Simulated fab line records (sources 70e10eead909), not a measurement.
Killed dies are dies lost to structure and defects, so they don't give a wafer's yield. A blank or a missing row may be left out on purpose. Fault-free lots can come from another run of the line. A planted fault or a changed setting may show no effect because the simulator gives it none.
Chamber matching / flow nand-harc / 4 sister chambers for NHARC_A_STAIRCASE_ETCH_453 on rie-diel-07
The step etches the open film in CF4/O2, target depth 30 nm, overetch 3 nm, time 16.5 s. 14 wafers are shown with their chamber, then 7 later ones without.

== WAFERS PAIRED WITH THEIR CHAMBERS ==
wafer=L607.1; chamber=1; drypump-motor-current-A (A)=5.0; showerhead-plenum-p-Torr (Torr)=1.37; rf-vpp-V (V)=198.3
wafer=L607.3; chamber=2; drypump-motor-current-A (A)=5.2; showerhead-plenum-p-Torr (Torr)=1.38; rf-vpp-V (V)=199.9
wafer=L607.4; chamber=3; drypump-motor-current-A (A)=5.3; showerhead-plenum-p-Torr (Torr)=1.31; rf-vpp-V (V)=198.0
wafer=L610.3; chamber=1; drypump-motor-current-A (A)=5.0; showerhead-plenum-p-Torr (Torr)=1.37; rf-vpp-V (V)=198.5
wafer=L610.4; chamber=2; drypump-motor-current-A (A)=5.2; showerhead-plenum-p-Torr (Torr)=1.38; rf-vpp-V (V)=199.3
wafer=L610.6; chamber=2; drypump-motor-current-A (A)=5.2; showerhead-plenum-p-Torr (Torr)=1.38; rf-vpp-V (V)=199.0
wafer=L612.1; chamber=0; drypump-motor-current-A (A)=6.1; showerhead-plenum-p-Torr (Torr)=1.41; rf-vpp-V (V)=199.9
wafer=L612.2; chamber=2; drypump-motor-current-A (A)=5.3; showerhead-plenum-p-Torr (Torr)=1.38; rf-vpp-V (V)=198.5
wafer=L612.5; chamber=1; drypump-motor-current-A (A)=5.0; showerhead-plenum-p-Torr (Torr)=1.37; rf-vpp-V (V)=197.7
wafer=L622.2; chamber=3; drypump-motor-current-A (A)=5.2; showerhead-plenum-p-Torr (Torr)=1.31; rf-vpp-V (V)=195.1
wafer=L622.3; chamber=0; drypump-motor-current-A (A)=6.1; showerhead-plenum-p-Torr (Torr)=1.40; rf-vpp-V (V)=199.7
wafer=L622.4; chamber=2; drypump-motor-current-A (A)=5.2; showerhead-plenum-p-Torr (Torr)=1.37; rf-vpp-V (V)=198.1
wafer=L624.4; chamber=2; drypump-motor-current-A (A)=5.2; showerhead-plenum-p-Torr (Torr)=1.37; rf-vpp-V (V)=200.2
wafer=L624.5; chamber=1; drypump-motor-current-A (A)=5.0; showerhead-plenum-p-Torr (Torr)=1.36; rf-vpp-V (V)=197.7

SIGNATURES (averages over the wafers above)
reading=drypump-motor-current-A; chamber 0=6.100; chamber 1=5.000; chamber 2=5.217; chamber 3=5.250; scatter within a chamber=0.0365
reading=showerhead-plenum-p-Torr; chamber 0=1.4050; chamber 1=1.3675; chamber 2=1.3767; chamber 3=1.3100; scatter within a chamber=0.00508
reading=rf-vpp-V; chamber 0=199.800; chamber 1=198.050; chamber 2=199.167; chamber 3=196.550; scatter within a chamber=0.893
Rule: for a wafer and a chamber, the distance is found by dividing, reading by reading, the gap between the wafer's reading and the chamber's mean by the reading's scatter, squaring, summing and taking the root. If the next closest chamber is less than 2 further off than the closest, the wafer can't be placed; otherwise it belongs to the closest. How the scatter is found: for the shown wafers, subtract from each reading the mean of its chamber, square and add these, divide the total by (wafers less chambers), then take the root.

== WAFERS MISSING THEIR CHAMBER ==
wafer=L624.6; drypump-motor-current-A (A)=5.2; showerhead-plenum-p-Torr (Torr)=1.37; rf-vpp-V (V)=198.1
wafer=L625.1; drypump-motor-current-A (A)=5.2; showerhead-plenum-p-Torr (Torr)=1.37; rf-vpp-V (V)=199.9
wafer=L625.2; drypump-motor-current-A (A)=5.0; showerhead-plenum-p-Torr (Torr)=1.36; rf-vpp-V (V)=197.1
wafer=L625.4; drypump-motor-current-A (A)=5.3; showerhead-plenum-p-Torr (Torr)=1.30; rf-vpp-V (V)=196.7
wafer=L626.1; drypump-motor-current-A (A)=6.1; showerhead-plenum-p-Torr (Torr)=1.40; rf-vpp-V (V)=199.5
wafer=L626.3; drypump-motor-current-A (A)=5.2; showerhead-plenum-p-Torr (Torr)=1.37; rf-vpp-V (V)=199.1
wafer=L626.4; drypump-motor-current-A (A)=5.0; showerhead-plenum-p-Torr (Torr)=1.36; rf-vpp-V (V)=196.7

== CHAMBER TAKEN BY EACH ==
wafer=L624.6; from the rows above=2; in truth=2
wafer=L625.1; from the rows above=2; in truth=2
wafer=L625.2; from the rows above=1; in truth=1
wafer=L625.4; from the rows above=3; in truth=3
wafer=L626.1; from the rows above=0; in truth=0
wafer=L626.3; from the rows above=2; in truth=2
wafer=L626.4; from the rows above=1; in truth=1
Correct placement for 7 of the 7. Can't be placed from these rows: 0. Number placed wrongly: 0.
